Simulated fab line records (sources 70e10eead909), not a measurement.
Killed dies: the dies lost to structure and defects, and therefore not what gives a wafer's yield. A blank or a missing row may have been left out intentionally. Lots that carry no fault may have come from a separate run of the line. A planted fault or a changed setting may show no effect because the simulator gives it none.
fab line records	flow nand_harc
record: lots: 24	wafers: 72	last_day: 33
route steps=1302 shown A_WL_FILL@959 A_CONTACT@983
lots untouched by any fault: they come from a run of this same line in which no faults occurred
start_h: the number of hours between the record's first day and the start of the first shown wafer of the lot	wait_h: hours from the lot's prior step to this one	" unchanged from the row above	L1.1+2: one row covering several wafers at once	- no value, or no start given	* or withheld: withheld	< > ~ a bound
route shown NAME@n: a module of which the file shows steps, and the number in the route of the first	usual: mean/standard deviation of fault-free wafers	same: alike in all rows	chamber/n: place in a boat	sites: each site's reading	_std_site: standard deviation across them	_edge_site: inner sites' mean taken away from outer sites' mean	radius_mm: for every site, how far away it sits from the centre of the wafer	mask NAME#n: copy n	behind: the most recent tool/chamber to have shaped the wafer	hold: what put the lot on hold/how long, in hours/how the hold closed	device: the transistor (n, p or np) that didn't switch	end of line: at the end of the route, the tests of the same wafers	where a step has no rows: the recipe by itself	killed: dies lost to structure and defects at the first sort, not the wafer's yield	map: a wafer's dies, x killed, . not, _ none there
set.NAME: the setting the step ran with; set.NAME@STEP: the setting that earlier step ran with	model.NAME: the simulator's own value behind a step, which no gauge read
steps of the route over a sample of lots; a table a step, a row a wafer
services: the hour from which a tool's chamber was out of use, counted from the record's first day as start_h (under 0 if before that day), plus the number of hours and why
== steps ==
step: NHARC_A_WL_FILL_STRIP_27
recipe: power_w: 1500	temp_c: 250	time_s: 20	chemistry: N2/H2
usual: drypump_motor_current_A: 5.6/0.38	heater_power_w: 346/11
lot.wafer	tool	chamber	start_h	wait_h	drypump_motor_current_A	heater_power_w	rf_hours_counter_h
L074.4	plasma_asher-01	0	470.75	0.2	5.1	361	-
L074.5	"	0	"	"	5.1	356	-
L074.6	"	1	"	"	5.5	355	-
L077.3	plasma_asher-01	1	484.20	0.1	5.5	347	-
L077.5	"	1	"	"	5.5	331	-
L077.6	"	0	"	"	5.0	353	-
L075.3	plasma_asher-01	0	488.31	0.1	5.0	359	-
L075.4	"	1	"	"	5.5	346	-
L075.6	"	1	"	"	5.5	344	-
L076.2	plasma_asher-02	0	488.51	0.2	5.7	328	11
L076.1	"	1	"	"	6.0	347	11
L076.6	"	0	"	"	5.8	325	-
L078.3	plasma_asher-02	1	501.30	0.1	6.1	348	-
L078.4	"	0	"	"	5.8	333	-
L078.5	"	0	"	"	5.8	324	-
L079.2	plasma_asher-02	1	507.87	0.1	6.1	351	15
L079.4	"	1	"	"	6.1	347	-
L079.5	"	0	"	"	5.8	334	-
L080.1	plasma_asher-01	0	508.02	0.1	5.0	359	34
L080.2	"	1	"	"	5.5	341	34
L080.3	"	1	"	"	5.5	342	-
L081.1	plasma_asher-02	0	538.02	0.1	5.8	331	21
L081.3	"	1	"	"	6.1	350	-
L081.5	"	0	"	"	5.8	327	-
L082.3	plasma_asher-02	1	538.19	0.2	6.1	356	-
L082.4	"	0	"	"	5.8	318	-
L082.5	"	0	"	"	5.8	325	-
L085.2	plasma_asher-02	0	564.13	0.1	5.8	326	26
L085.5	"	1	"	"	6.1	348	-
L085.6	"	0	"	"	5.8	328	-
L084.2	plasma_asher-01	0	564.30	0.1	5.0	358	7
L084.4	"	1	"	"	5.5	341	-
L084.6	"	1	"	"	5.5	332	-
L083.4	plasma_asher-01	0	574.46	0.2	5.0	353	-
L083.3	"	1	"	"	5.5	335	-
L083.6	"	0	"	"	5.0	351	-
L086.2	plasma_asher-01	1	585.12	0.2	5.5	338	11
L086.1	"	0	"	"	5.0	353	11
L086.4	"	0	"	"	5.0	358	-
L087.3	plasma_asher-01	1	596.92	0.2	5.5	331	-
L087.6	"	0	"	"	5.0	361	-
L087.5	"	1	"	"	5.5	333	-
L088.3	plasma_asher-01	0	618.81	0.1	5.0	360	-
L088.4	"	1	"	"	5.5	330	-
L088.5	"	0	"	"	5.0	361	-
L090.4	plasma_asher-02	0	619.17	0.1	5.8	346	-
L090.3	"	1	"	"	6.1	356	-
L090.6	"	0	"	"	5.8	350	-
L091.1	plasma_asher-01	0	622.50	0.1	5.1	354	19
L091.2	"	1	"	"	5.5	334	19
L091.4	"	1	"	"	5.5	334	-
L089.1	plasma_asher-02	1	622.66	0.1	6.1	356	2
L089.3	"	0	"	"	5.8	342	-
L089.5	"	1	"	"	6.0	355	-
L092.1	plasma_asher-01	1	647.08	0.2	5.5	337	23
L092.3	"	1	"	"	5.5	325	-
L092.5	"	1	"	"	5.5	332	-
L094.2	plasma_asher-01	0	659.00	0.1	5.1	359	26
L094.1	"	1	"	"	5.5	326	26
L094.3	"	1	"	"	5.5	332	-
L093.4	plasma_asher-02	1	661.75	0.2	6.1	354	-
L093.5	"	0	"	"	5.8	351	-
L093.6	"	1	"	"	6.1	362	-
L095.1	plasma_asher-02	1	673.80	0.1	6.1	347	12
L095.4	"	1	"	"	6.1	355	-
L095.6	"	0	"	"	5.8	345	-
L096.2	plasma_asher-01	1	687.60	0.1	5.5	333	32
L096.6	"	1	"	"	5.5	340	-
L096.5	"	0	"	"	5.0	350	-
L097.2	plasma_asher-02	0	694.51	0.1	5.8	344	16
L097.3	"	1	"	"	6.1	351	-
L097.5	"	0	"	"	5.8	347	-
step: NHARC_A_WL_FILL_CMP_12
recipe: t_overpolish_s: 30	target_thk_nm: 100
usual: motor_current_A: 12.4/1.1	overpolish_run_s: 30.000/0.0085	time_to_endpoint_s: 19.1/2.8
lot.wafer	tool	chamber	start_h	wait_h	motor_current_A	overpolish_run_s	time_to_endpoint_s
L074.4	cmp-01	0	486.48	0.1	12.5	30.010	14.5
L074.6	"	0	"	"	12.6	29.992	18.8
L074.5	"	1	"	"	11.2	29.998	18.6
L075.3	cmp-03	0	506.76	0.1	11.3	30.006	22.9
L075.4	"	1	"	"	11.5	30.001	22.2
L075.6	"	1	"	"	11.1	29.995	22.5
L076.2	cmp-01	1	506.82	0.2	11.2	29.996	13.7
L076.1	"	2	"	"	13.0	30.006	12.6
L076.6	"	3	"	"	12.7	29.996	16.0
L077.3	cmp-03	2	509.33	0.1	15.3	30.014	19.2
L077.6	"	2	"	"	14.5	29.995	18.9
L077.5	"	3	"	"	12.3	29.998	20.1
L078.3	cmp-01	2	519.21	0.2	11.7	30.002	13.5
L078.4	"	3	"	"	13.4	29.987	15.9
L078.5	"	0	"	"	12.0	30.005	12.6
L080.1	cmp-01	0	523.86	0.1	12.9	30.004	18.0
L080.2	"	2	"	"	12.3	30.005	16.8
L080.3	"	3	"	"	12.8	30.004	17.3
L079.4	cmp-02	2	523.90	0.1	14.5	29.977	17.5
L079.2	"	3	"	"	10.3	29.997	19.7
L079.5	"	3	"	"	10.4	30.009	16.3
L082.4	cmp-01	2	555.95	0.1	12.2	30.018	15.4
L082.3	"	3	"	"	13.2	30.003	16.2
L082.5	"	2	"	"	12.1	30.023	15.4
L081.1	cmp-01	1	556.10	0.1	11.5	29.993	18.1
L081.3	"	2	"	"	12.6	30.003	17.8
L081.5	"	2	"	"	12.5	29.992	17.6
L084.4	cmp-02	2	581.51	0.1	14.0	29.998	16.8
L084.2	"	3	"	"	11.1	30.001	17.8
L084.6	"	3	"	"	10.5	30.001	17.8
L085.2	cmp-03	0	581.54	0.2	11.4	29.997	25.1
L085.5	"	2	"	"	14.8	30.001	18.5
L085.6	"	3	"	"	13.0	29.997	21.3
L083.3	cmp-01	2	591.60	0.1	13.1	30.009	19.1
L083.4	"	0	"	"	12.2	29.999	18.6
L083.6	"	1	"	"	10.7	29.991	19.7
L086.2	cmp-02	3	601.30	0.2	10.7	30.010	17.4
L086.4	"	0	"	"	11.9	30.011	21.4
L086.1	"	1	"	"	14.0	30.003	19.3
L087.3	cmp-01	3	613.23	0.2	13.4	29.993	24.2
L087.6	"	1	"	"	11.1	30.000	21.7
L087.5	"	2	"	"	12.0	29.994	18.9
L090.3	cmp-03	0	636.76	0.1	11.3	29.998	20.0
L090.4	"	2	"	"	14.3	30.003	15.8
L090.6	"	3	"	"	13.5	29.989	16.6
L091.2	cmp-01	2	636.90	0.2	12.7	30.009	18.9
L091.4	"	3	"	"	13.6	30.013	20.8
L091.1	"	1	"	"	11.1	29.993	22.2
L089.3	cmp-01	0	639.21	0.1	12.3	29.995	19.4
L089.1	"	3	"	"	12.8	29.997	19.7
L089.5	"	0	"	"	12.5	29.998	20.9
L088.4	cmp-03	3	639.34	0.1	12.4	30.008	18.3
L088.3	"	1	"	"	11.1	30.002	22.8
L088.5	"	3	"	"	12.2	29.986	15.8
L092.3	cmp-02	2	663.35	0.1	14.9	29.993	20.9
L092.1	"	0	"	"	11.9	30.006	23.8
L092.5	"	2	"	"	13.9	30.008	20.1
L093.4	cmp-03	2	677.18	0.1	15.0	30.002	18.4
L093.6	"	2	"	"	14.4	29.994	18.7
L093.5	"	3	"	"	12.3	30.008	19.7
L094.2	cmp-01	0	679.77	0.2	11.7	30.002	21.6
L094.1	"	2	"	"	12.0	30.006	22.4
L094.3	"	3	"	"	12.9	29.996	20.3
L095.1	cmp-03	0	690.30	0.2	11.1	30.002	22.5
L095.4	"	1	"	"	11.3	30.006	22.5
L095.6	"	3	"	"	12.8	30.002	18.4
L096.2	cmp-01	0	703.45	0.1	12.5	30.003	21.6
L096.5	"	0	"	"	13.3	30.002	22.5
L096.6	"	1	"	"	11.0	29.997	24.4
L097.2	cmp-01	2	710.64	0.2	12.4	29.994	17.7
L097.3	"	0	"	"	12.4	29.995	17.4
L097.5	"	2	"	"	12.4	30.013	18.5
step: NHARC_A_CONTACT_DEP_24
recipe: target_thk_a: 5000	temp_c: 400	pressure_torr: 6.5	rf_w: 900	teos_flow_sccm: 161.4	flow_sccm: 2650	target_thk_nm: 500	gas: O2	material: SiO2
usual: heater_power_w: 532/60	throttle_valve_pct: 15.9/0.53
lot.wafer	tool	chamber	start_h	wait_h	heater_power_w	throttle_valve_pct
L074.6	pecvd-01	1	487.20	0.3	612	15.7
L074.4	"	2	"	"	605	16.7
L074.5	"	0	"	"	475	16.4
L076.1	pecvd-02	1	507.42	0.2	509	15.5
L076.2	"	0	"	"	466	16.4
L076.6	"	0	"	"	488	16.0
L075.3	pecvd-04	1	507.44	0.2	566	16.0
L075.6	"	0	"	"	521	14.9
L075.4	"	2	"	"	421	15.6
L077.3	pecvd-01	0	509.88	0.1	452	16.0
L077.5	"	1	"	"	556	15.6
L077.6	"	2	"	"	545	16.4
L078.3	pecvd-04	0	519.83	0.2	529	14.6
L078.5	"	2	"	"	432	15.5
L078.4	"	0	"	"	542	14.9
L080.1	pecvd-01	2	524.39	0.1	603	16.6
L080.2	"	0	"	"	429	15.9
L080.3	"	0	"	"	440	15.9
L079.2	pecvd-04	1	524.52	0.1	514	15.9
L079.5	"	0	"	"	526	14.7
L079.4	"	2	"	"	555	15.6
L082.3	pecvd-02	1	556.48	0.1	591	15.6
L082.4	"	1	"	"	611	15.7
L082.5	"	2	"	"	381	16.2
L081.1	pecvd-01	1	556.74	0.2	550	15.9
L081.3	"	0	"	"	426	16.3
L081.5	"	0	"	"	445	16.2
L085.2	pecvd-04	0	582.08	0.1	521	14.9
L085.5	"	2	"	"	580	16.1
L085.6	"	1	"	"	598	16.0
L084.2	pecvd-01	0	582.09	0.1	395	16.3
L084.6	"	0	"	"	423	15.9
L084.4	"	2	"	"	543	16.6
L083.3	pecvd-01	1	592.22	0.1	613	15.8
L083.4	"	0	"	"	466	16.1
L083.6	"	2	"	"	460	16.6
L086.2	pecvd-01	0	601.83	0.1	466	16.4
L086.1	"	2	"	"	608	16.1
L086.4	"	0	"	"	495	16.1
L087.3	pecvd-01	0	613.85	0.2	466	16.0
L087.6	"	1	"	"	601	15.5
L087.5	"	0	"	"	477	16.4
L091.2	pecvd-02	2	637.43	0.1	446	16.0
L091.1	"	1	"	"	502	15.9
L091.4	"	1	"	"	539	15.5
L090.4	pecvd-04	2	637.49	0.3	517	15.9
L090.3	"	1	"	"	469	16.2
L090.6	"	2	"	"	518	15.7
L089.1	pecvd-01	0	639.74	0.1	417	16.2
L089.3	"	2	"	"	548	16.8
L089.5	"	2	"	"	566	16.9
L088.4	pecvd-04	1	640.09	0.3	556	16.1
L088.3	"	2	"	"	557	15.8
L088.5	"	1	"	"	575	16.0
L092.1	pecvd-02	2	663.88	0.1	467	15.8
L092.3	"	1	"	"	617	16.0
L092.5	"	0	"	"	577	16.6
L093.5	pecvd-04	0	677.90	0.3	572	15.0
L093.4	"	1	"	"	634	16.4
L093.6	"	2	"	"	574	16.0
L094.1	pecvd-04	2	680.32	0.1	494	15.9
L094.3	"	0	"	"	525	14.6
L094.2	"	1	"	"	672	16.4
L095.1	pecvd-04	2	690.89	0.1	556	16.1
L095.6	"	1	"	"	556	16.1
L095.4	"	2	"	"	569	16.0
L096.2	pecvd-04	0	704.13	0.2	593	14.7
L096.6	"	1	"	"	598	16.3
L096.5	"	2	"	"	552	15.9
L097.2	pecvd-04	1	711.23	0.1	610	16.1
L097.3	"	2	"	"	544	16.2
L097.5	"	0	"	"	502	14.6
step: NHARC_A_CONTACT_DEP_28
recipe: target_thk_a: 70000	temp_c: 400	material: aC
usual: throttle_valve_pct: 35.001/0.0089
lot.wafer	tool	chamber	start_h	wait_h	throttle_valve_pct
L074.4	acl_dep-02	0	494.85	7.3	35.015
L074.5	"	0	"	"	35.007
L074.6	"	0	"	"	34.991
L076.1	acl_dep-01	0	509.13	1.2	35.011
L076.2	"	0	"	"	35.017
L076.6	"	0	512.63	4.7	35.001
L075.3	acl_dep-02	0	510.39	2.5	34.994
L075.4	"	0	"	"	34.984
L075.6	"	0	512.51	4.6	34.998
L077.3	acl_dep-03	0	511.91	1.5	34.993
L077.5	"	0	513.34	2.9	35.009
L077.6	"	0	"	"	34.993
L078.3	acl_dep-02	0	521.74	1.5	34.987
L078.4	"	0	"	"	34.981
L078.5	"	0	"	"	35.016
L080.1	acl_dep-01	0	530.85	5.7	34.995
L080.2	"	0	"	"	34.997
L080.3	"	0	"	"	35.004
L079.2	acl_dep-02	0	530.87	5.9	35.003
L079.4	"	0	532.25	7.2	35.002
L079.5	"	0	"	"	35.008
L081.1	acl_dep-03	0	561.21	3.9	35.008
L081.3	"	0	562.61	5.3	34.998
L081.5	"	0	564.01	6.7	34.999
L082.3	acl_dep-02	0	562.02	5.0	34.999
L082.4	"	0	"	"	35.007
L082.5	"	0	"	"	35.001
L085.2	acl_dep-01	0	583.42	0.8	35.010
L085.5	"	0	585.51	2.9	34.992
L085.6	"	0	"	"	34.992
L084.2	acl_dep-02	0	583.74	1.1	35.001
L084.4	"	0	585.17	2.5	34.992
L084.6	"	0	586.59	4.0	35.000
L083.3	acl_dep-02	0	594.19	1.5	34.994
L083.4	"	0	"	"	34.991
L083.6	"	0	596.33	3.6	35.015
L086.1	acl_dep-01	0	605.09	2.7	35.005
L086.2	"	0	"	"	35.013
L086.4	"	0	607.21	4.8	35.005
L087.3	acl_dep-01	0	615.74	1.5	34.986
L087.5	"	0	617.14	2.9	35.010
L087.6	"	0	"	"	34.992
L091.1	acl_dep-02	0	638.22	0.1	35.008
L091.2	"	0	"	"	35.000
L091.4	"	0	640.36	2.2	35.010
L090.3	acl_dep-01	0	639.51	1.5	34.991
L090.4	"	0	"	"	35.003
L090.6	"	0	641.64	3.6	35.007
L089.1	acl_dep-02	0	642.51	2.2	35.002
L089.3	"	0	643.90	3.6	35.003
L089.5	"	0	645.30	5.0	35.009
L088.3	acl_dep-03	0	644.56	3.9	35.008
L088.4	"	0	"	"	34.995
L088.5	"	0	"	"	34.986
L092.1	acl_dep-02	0	667.26	2.8	35.004
L092.3	"	0	668.68	4.3	35.018
L092.5	"	0	670.10	5.7	34.993
L093.4	acl_dep-03	0	680.41	2.1	34.997
L093.5	"	0	"	"	35.007
L093.6	"	0	"	"	34.990
L094.1	acl_dep-01	0	680.93	0.1	34.999
L094.2	"	0	"	"	35.003
L094.3	"	0	"	"	35.003
L095.1	acl_dep-03	0	693.06	1.7	35.006
L095.4	"	0	695.21	3.8	35.006
L095.6	"	0	696.65	5.3	35.006
L096.2	acl_dep-02	0	705.31	0.8	34.990
L096.5	"	0	707.42	2.9	35.013
L096.6	"	0	"	"	34.990
L097.2	acl_dep-01	0	712.48	0.8	35.006
L097.3	"	0	"	"	35.000
L097.5	"	0	714.62	2.9	35.000
step: NHARC_A_CONTACT_ETCH_121
recipe: source_w: withheld	pressure_mtorr: 20	bias_v: 3000	time_s: 190	target_depth_a: 18500	ar_flow_sccm: withheld	c4f8_flow_sccm: withheld	o2_flow_sccm: withheld	chemistry: C4F8/O2/Ar
lot.wafer	tool	chamber	start_h	wait_h	rf_hours_counter_h
L074.4	har_cap_etch-03	0	501.40	0.1	-
L074.6	"	0	"	"	-
L074.5	"	1	"	"	-
L075.4	har_cap_etch-01	0	517.80	0.1	-
L075.3	"	1	"	"	-
L075.6	"	1	"	"	-
L076.2	har_cap_etch-03	1	517.88	0.1	42
L076.1	"	0	"	"	42
L076.6	"	0	"	"	-
L077.3	har_cap_etch-02	1	519.32	0.1	-
L077.5	"	1	"	"	-
L077.6	"	0	"	"	-
L078.4	har_cap_etch-02	0	529.02	0.1	-
L078.3	"	1	"	"	-
L078.5	"	0	"	"	-
L079.2	har_cap_etch-01	1	538.79	0.1	7
L079.4	"	0	"	"	-
L079.5	"	0	"	"	-
L080.2	har_cap_etch-03	0	539.63	0.1	47
L080.1	"	1	"	"	47
L080.3	"	0	"	"	-
L082.4	har_cap_etch-02	1	569.41	0.1	-
L082.3	"	0	"	"	-
L082.5	"	1	"	"	-
L081.1	har_cap_etch-03	0	570.99	0.1	54
L081.3	"	0	"	"	-
L081.5	"	0	"	"	-
L085.2	har_cap_etch-03	1	591.95	0.1	58
L085.5	"	0	"	"	-
L085.6	"	1	"	"	-
L084.2	har_cap_etch-02	0	592.39	0.2	103
L084.4	"	1	"	"	-
L084.6	"	0	"	"	-
L083.3	har_cap_etch-03	1	602.26	0.1	-
L083.4	"	0	"	"	-
L083.6	"	0	"	"	-
L086.2	har_cap_etch-03	1	613.81	0.1	62
L086.1	"	0	"	"	62
L086.4	"	0	"	"	-
L087.3	har_cap_etch-02	1	623.14	0.1	-
L087.6	"	0	"	"	-
L087.5	"	1	"	"	-
L090.3	har_cap_etch-02	0	646.79	0.1	-
L090.4	"	1	"	"	-
L090.6	"	0	"	"	-
L091.2	har_cap_etch-03	0	647.13	0.1	67
L091.1	"	1	"	"	67
L091.4	"	0	"	"	-
L089.1	har_cap_etch-01	0	651.16	0.1	25
L089.3	"	0	"	"	-
L089.5	"	1	"	"	-
L088.3	har_cap_etch-02	1	653.08	0.1	-
L088.4	"	0	"	"	-
L088.5	"	0	"	"	-
L092.1	har_cap_etch-01	0	676.52	0.2	31
L092.3	"	1	"	"	-
L092.5	"	0	"	"	-
L093.4	har_cap_etch-01	0	686.94	0.1	-
L093.6	"	1	"	"	-
L093.5	"	0	"	"	-
L094.1	har_cap_etch-02	0	689.58	0.1	121
L094.2	"	1	"	"	121
L094.3	"	1	"	"	-
L095.1	har_cap_etch-03	0	701.92	0.1	78
L095.4	"	1	"	"	-
L095.6	"	1	"	"	-
L096.2	har_cap_etch-03	0	714.18	0.2	80
L096.6	"	1	"	"	-
L096.5	"	0	"	"	-
L097.2	har_cap_etch-02	0	720.59	0.1	127
L097.3	"	0	"	"	-
L097.5	"	0	"	"	-
step: NHARC_A_CONTACT_ETCH_90
recipe: target_depth_a: 400	over_etch_frac: 0.5	time_s: 85.7	ion_energy_ev: 120	ch3f_flow_sccm: 50	o2_flow_sccm: 30	ar_flow_sccm: 200	rf_w: 500	bias_w: 100	chemistry: CH3F/O2
usual: drypump_motor_current_A: 5.78/0.27	oes_product_au: 0.96/0.04	rf_vpp_V: 243.6/1.7	showerhead_plenum_p_Torr: 2.39/0.1	throttle_valve_pct: 20.664/0.0076
lot.wafer	tool	chamber	start_h	wait_h	drypump_motor_current_A	oes_product_au	rf_hours_counter_h	rf_vpp_V	showerhead_plenum_p_Torr	throttle_valve_pct
L074.4	rie_diel-10	1	502.72	0.8	5.64	0.92	11	244.3	2.53	20.666
L074.6	"	2	"	"	5.88	0.94	-	241.6	2.29	20.666
L074.5	"	3	"	"	5.82	0.94	-	243.9	2.34	20.667
L075.3	rie_diel-10	1	519.06	0.6	5.65	1.01	14	245.7	2.53	20.677
L075.4	"	3	"	"	5.85	1.02	15	244.1	2.34	20.676
L075.6	"	2	"	"	5.89	1.02	-	241.1	2.29	20.661
L076.2	rie_diel-10	1	519.20	0.9	5.60	0.94	14	243.5	2.53	20.667
L076.1	"	2	"	"	5.89	0.95	16	239.9	2.29	20.662
L076.6	"	2	"	"	5.88	0.94	-	242.3	2.29	20.669
L077.3	rie_diel-07	3	520.62	0.8	5.86	0.93	13	246.0	2.53	20.657
L077.5	"	0	"	"	5.13	0.92	-	244.4	2.42	20.667
L077.6	"	1	"	"	6.03	0.91	-	245.0	2.43	20.660
L078.3	rie_diel-10	3	530.38	0.7	5.79	0.99	17	244.2	2.34	20.664
L078.4	"	0	"	"	5.67	0.99	15	242.8	2.33	20.640
L078.5	"	2	"	"	5.92	0.98	-	242.1	2.28	20.651
L079.2	rie_diel-10	2	540.10	0.8	5.87	0.93	20	243.4	2.28	20.660
L079.4	"	3	"	"	5.80	0.95	20	241.9	2.34	20.673
L079.5	"	1	"	"	5.61	0.93	-	244.5	2.53	20.652
L080.3	rie_diel-10	1	540.95	0.7	5.62	1.01	19	244.4	2.53	20.674
L080.1	"	2	"	"	5.90	1.01	20	241.0	2.28	20.666
L080.2	"	0	"	"	5.61	1.02	19	242.4	2.33	20.669
L082.3	rie_diel-10	0	570.69	0.7	5.63	1.02	23	242.6	2.32	20.673
L082.4	"	1	"	"	5.62	1.02	23	244.8	2.53	20.663
L082.5	"	2	"	"	5.88	1.01	-	241.7	2.28	20.675
L081.3	rie_diel-10	2	572.32	0.7	5.90	1.02	25	242.0	2.28	20.658
L081.1	"	0	"	"	5.67	1.02	23	243.6	2.32	20.664
L081.5	"	1	"	"	5.61	1.01	-	245.1	2.53	20.670
L085.2	rie_diel-10	0	593.29	0.8	5.60	1.01	27	243.1	2.32	20.666
L085.6	"	1	"	"	5.65	1.01	-	246.7	2.53	20.672
L085.5	"	2	"	"	5.87	1.01	-	241.9	2.28	20.661
L084.2	rie_diel-07	3	593.77	0.9	5.86	0.93	38	247.6	2.52	20.666
L084.4	"	1	"	"	6.05	0.92	-	242.3	2.42	20.677
L084.6	"	2	"	"	5.65	0.94	-	242.1	2.29	20.666
L083.3	rie_diel-01	3	603.52	0.7	6.48	1.01	13	243.9	2.44	20.667
L083.4	"	1	"	"	6.48	1.01	13	244.2	2.37	20.658
L083.6	"	0	"	"	5.65	0.99	-	244.0	2.43	20.663
L086.4	rie_diel-01	1	615.13	0.6	6.51	0.94	16	245.7	2.37	20.661
L086.1	"	2	"	"	5.99	0.94	14	243.1	2.35	20.663
L086.2	"	0	"	"	5.67	0.93	18	244.1	2.43	20.667
L087.3	rie_diel-10	3	624.37	0.6	5.80	0.92	4	243.0	2.34	20.645
L087.6	"	3	"	"	5.78	0.94	-	243.7	2.34	20.658
L087.5	"	0	"	"	5.63	0.93	-	242.6	2.32	20.650
L090.4	rie_diel-10	1	648.05	0.6	5.64	0.92	6	245.9	2.52	20.654
L090.3	"	3	"	"	5.82	0.93	8	242.8	2.34	20.661
L090.6	"	2	"	"	5.86	0.92	-	241.7	2.28	20.658
L091.1	rie_diel-10	0	649.09	1.4	5.56	0.99	8	242.6	2.32	20.658
L091.4	"	1	"	"	5.62	0.99	7	246.1	2.52	20.658
L091.2	"	2	"	"	5.91	0.99	8	241.4	2.28	20.669
L089.3	rie_diel-10	2	652.48	0.7	5.90	0.91	9	242.0	2.28	20.663
L089.1	"	1	"	"	5.62	0.91	8	245.4	2.52	20.675
L089.5	"	3	"	"	5.85	0.92	-	243.1	2.33	20.671
L088.3	rie_diel-10	0	654.36	0.7	5.61	0.91	9	242.9	2.32	20.676
L088.4	"	2	"	"	5.90	0.91	9	243.1	2.28	20.658
L088.5	"	0	"	"	5.61	0.91	-	241.9	2.32	20.659
L092.3	rie_diel-07	0	678.11	0.8	5.13	0.92	4	243.4	2.40	20.643
L092.1	"	2	"	"	5.65	0.91	5	247.3	2.66	20.662
L092.5	"	3	"	"	5.85	0.94	-	245.2	2.51	20.670
L093.4	rie_diel-07	3	688.18	0.6	5.85	1.01	9	245.7	2.51	20.652
L093.6	"	2	"	"	5.67	1.00	-	248.2	2.66	20.665
L093.5	"	3	"	"	5.85	1.01	-	245.6	2.51	20.672
L094.1	rie_diel-10	1	690.90	0.9	5.61	0.93	16	247.1	2.52	20.668
L094.2	"	2	"	"	5.90	0.93	16	241.4	2.28	20.666
L094.3	"	0	"	"	5.62	0.91	17	241.7	2.32	20.656
L095.1	rie_diel-10	2	703.27	0.9	5.87	0.99	18	241.8	2.27	20.667
L095.4	"	0	"	"	5.59	0.98	-	242.6	2.31	20.653
L095.6	"	1	"	"	5.60	0.98	-	245.5	2.52	20.665
L096.2	rie_diel-01	1	715.80	1.0	6.51	0.94	47	244.1	2.36	20.659
L096.6	"	2	"	"	5.99	0.93	-	242.6	2.34	20.667
L096.5	"	3	"	"	6.46	0.95	-	242.1	2.43	20.656
L097.3	rie_diel-07	0	721.88	0.6	5.10	1.00	19	244.4	2.40	20.648
L097.2	"	2	"	"	5.66	1.00	20	246.9	2.65	20.657
L097.5	"	1	"	"	5.99	1.01	-	244.1	2.40	20.663
== services ==
tool	chamber	start_h	hours	kind
har_cap_etch-03	-	469.43	0.2	repair
cmp-01	-	479.50	4.0	pm
pecvd-04	-	483.09	13.0	pm
pecvd-01	-	492.06	13.0	pm
plasma_asher-01	-	519.04	9.0	pm
har_cap_etch-02	-	522.58	0.5	repair
pecvd-01	1	522.66	16.5	repair
rie_diel-10	-	542.03	2.6	repair
plasma_asher-02	-	544.65	2.8	repair
cmp-01	-	577.50	4.0	pm
rie_diel-10	-	596.96	9.0	pm
plasma_asher-02	-	603.00	9.0	pm
acl_dep-02	-	611.52	13.0	pm
plasma_asher-01	-	629.10	0.8	repair
pecvd-04	0	631.17	13.1	repair
cmp-01	-	656.90	4.5	repair
har_cap_etch-02	-	663.10	0.2	repair
pecvd-04	-	664.09	13.0	pm
pecvd-01	-	673.06	13.0	pm
cmp-01	-	675.50	4.0	pm
plasma_asher-01	-	696.53	9.0	pm
rie_diel-10	3	702.51	7.9	repair
rie_diel-10	0	709.55	4.3	repair
plasma_asher-02	-	717.39	0.3	repair
== key ==
fault none
